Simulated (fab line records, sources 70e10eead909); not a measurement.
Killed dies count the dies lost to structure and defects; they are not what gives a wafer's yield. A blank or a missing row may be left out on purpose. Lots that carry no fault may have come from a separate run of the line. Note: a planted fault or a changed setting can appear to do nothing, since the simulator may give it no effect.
A single fault, viewed from 2 desks :: flow nandHarc :: only its own numbers are on each desk; what lay behind them is given at the end

## TOOL OWNER'S DESK, aldHk-04
The tool's own readings at NHARC_A_WL_FILL_ALD_00 (deposits Al2O3, target thk 3 nm, pulse time 3 s, ald cycles 30): means of the sampled wafers that have a number, for each lot that ran on this tool. Marked OUT: a lot whose mean sits more than 4 standard deviations from the usual mean, which makes it out of limits; the brackets give that distance.
Columns: A = heaterPowerW at NHARC_A_WL_FILL_ALD_00, usual 493 W; B = precursorPulseHeightRel at NHARC_A_WL_FILL_ALD_00, usual 0.997
lot: L686
first seen here: day 20 17:52
A: 473
B: 1.013

lot: L695
first seen here: day 24 18:24
A: 392
B: 0.985

lot: L701
first seen here: day 27 12:11
A: 428
B: 0.991

lot: L705
first seen here: day 29 16:28
A: 469
B: 1.009

lot: L706
first seen here: day 29 20:16
A: 464
B: 1.012
Result from this desk: across the 5 lots, nothing is out of limits.

## METROLOGY DESK
Means of the sampled wafers that have a number, per lot and without regard to the tool the lot ran on: this is what the gauges read. Marked OUT: a lot whose mean sits more than 4 standard deviations from the usual mean, which makes it out of limits; the brackets give that distance.
Columns: A = cdNm at NHARC_A_SLIT_CD_MEAS_09, usual 300.2 nm
lot: L684
first seen here: day 20 04:16
A: 299.9

lot: L686
first seen here: day 20 04:58
A: 300.0

lot: L689
first seen here: day 21 12:46
A: 300.3

lot: L687
first seen here: day 21 12:56
A: 300.2

lot: L688
first seen here: day 21 19:49
A: 300.1

lot: L691
first seen here: day 23 07:27
A: 300.4

lot: L692
first seen here: day 23 12:03
A: 300.0

lot: L694
first seen here: day 23 16:40
A: 300.3

lot: L695
first seen here: day 24 05:09
A: 300.4

lot: L698
first seen here: day 25 07:45
A: 300.3

lot: L701
first seen here: day 26 22:55
A: 300.3

lot: L705
first seen here: day 29 03:14
A: 299.8

lot: L706
first seen here: day 29 06:58
A: 299.9
Result from this desk: across the 13 lots, nothing is out of limits.

## ALL TOGETHER
The tool owner's desk saw nothing out of limits.
Nothing out of limits was seen by the metrology desk.

## WHAT WAS PUT IN BY THE SIMULATOR
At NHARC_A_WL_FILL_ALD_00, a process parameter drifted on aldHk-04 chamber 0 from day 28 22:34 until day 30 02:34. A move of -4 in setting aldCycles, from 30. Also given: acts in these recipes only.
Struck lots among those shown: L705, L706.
